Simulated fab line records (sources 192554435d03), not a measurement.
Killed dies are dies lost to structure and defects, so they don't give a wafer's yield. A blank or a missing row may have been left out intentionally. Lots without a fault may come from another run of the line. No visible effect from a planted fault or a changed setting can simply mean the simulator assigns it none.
Comparing a struck lot with a sound one / flow n5-finfet / 22 steps out of a route of 1938
Sound: wafers L946.4, L946.5, L946.6. Struck: wafer L939.2 (L939.1, L939.4, from the same lot, were not struck and are left out); the cause is given at the end.
At each step with rows: each side's tool, then ch and its chambers, then its first start. Under that, the readings that differ: sound wafers / struck wafers / difference of the means / sigmas: that difference in standard deviations of wafers without a fault.
alike: a reading whose means differ by less than 2 such deviations, as well as words and numbers matching on both sides. not compared: withheld readings; readings where some wafer has no value; bounds like >300 that might hide an equal value; numbers whose values overlap and for which the record gives no deviation.
The two part at a step that has a row with sigmas, a row that says differs or no value, or rows on one side only. Non-overlapping numbers with no deviation appear without sigmas and do not part them. A reading that every wafer of one side lacks parts them only if that side has two wafers or more.

first, 9 steps without rows for these wafers: N5_BEOL_M0_SAQP_PEB_38 (peb time 60 s); N5_BEOL_M0_SAQP_DEVELOP_39 (develop time 30 s); N5_BEOL_M0_SAQP_DESCUM_45 (chemistry O2, time 7 s); N5_BEOL_M0_SAQP_ETCH_88 (etches underlayer in N2/H2, target depth 6.5 nm, time 5.2 s); N5_BEOL_M0_SAQP_ETCH_73 (etches SiARC in CF4, target depth 19.5 nm, time 32.5 s); N5_BEOL_M0_SAQP_CUT_ETCH_46 (etches SOC in N2/H2, target depth 135 nm, overetch 27 nm, time 202.5 s); N5_BEOL_M0_SAQP_STRIP_74 (strips in N2/H2); N5_BEOL_M0_SAQP_STRIP_89 (strips in N2/H2); N5_BEOL_M0_SAQP_ALD_48 (deposits SiO2, target thk 20 nm, pulse time 1 s, co reactant pulse time 1 s).
N5_BEOL_M0_SAQP_ETCH_49: etches SiO2 in CF4/O2, target depth 37 nm.
  sound on rie-diel-01 ch 0,1,2, day 10 18:19; struck on rie-diel-03 ch 0, day 8 08:02
reading=drypump-motor-current-A (A); sound=5.2 4.8 6.0; struck=6.5; difference=+1.2; sigmas=+2
reading=rf-vpp-V (V); sound=236 239 236; struck=249; difference=+12; sigmas=+2
  alike: oes-product-au, showerhead-plenum-p-Torr, throttle-valve-pct
  not compared: rf-hours-counter-h
then, 8 steps without rows for these wafers: N5_BEOL_M0_SAQP_STRIP_75 (strips in CF4); N5_BEOL_M0_CUTY_COAT_50 (time 60 s, resist thk 15 nm); N5_BEOL_M0_CUTY_COAT_51 (resist thk 150 nm); N5_BEOL_M0_CUTY_EBR_52; N5_BEOL_M0_CUTY_SOFTBAKE_53 (time 60 s); N5_BEOL_M0_CUTY_EXPOSE_54 (exposes mask M0 ABLK); N5_BEOL_M0_CUTY_PEB_55 (peb time 60 s); N5_BEOL_M0_CUTY_DEVELOP_56 (develop time 30 s).
N5_BEOL_M0_CUTY_INSPECT_59: inspects for defects (macro).
  sound on defect-inspect-02 at day 10 18:53; struck on defect-inspect-02 at day 8 08:28
reading=raw-defect-count; sound=0 0 1; struck=>300; difference=differs; sigmas=
then, 1 step without rows for these wafers: N5_BEOL_M0_CUTY_DESCUM_61 (chemistry O2, time 7.9 s).
-- record jumps: 2 days separate the struck wafers' starts on either side; left off in module BEOL_M0_CUTY, taken up again in module BEOL_M4, whose first shown step is the route's number 1111 --
N5_BEOL_M4_RC_MEAS_101:
  sound on prober-01 ch 0, day 12 17:43; struck on prober-01 ch 0, day 10 11:28
  alike: DIBL_N, DIBL_P, IOFF_N, IOFF_P, ION_N, ION_P, SS_N, SS_P, VT_N, VT_P
-- record jumps: 5 days separate the struck wafers' starts on either side; left off in module BEOL_M4, taken up again in module PASSIVATION, whose first shown step is the route's number 1936 --
N5_PASSIVATION_PROBE_49:
  only the struck wafers here have rows in the record (prober-01, day 14 23:48); the sound ones have none

WHERE THEY PART
First at N5_BEOL_M0_SAQP_ETCH_49; last, within this record, at N5_PASSIVATION_PROBE_49.

WHY: what had been put in by the simulator
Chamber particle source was rie-diel-03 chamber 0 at N5_BEOL_M0_SAQP_ETCH_49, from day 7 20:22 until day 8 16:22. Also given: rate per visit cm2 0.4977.
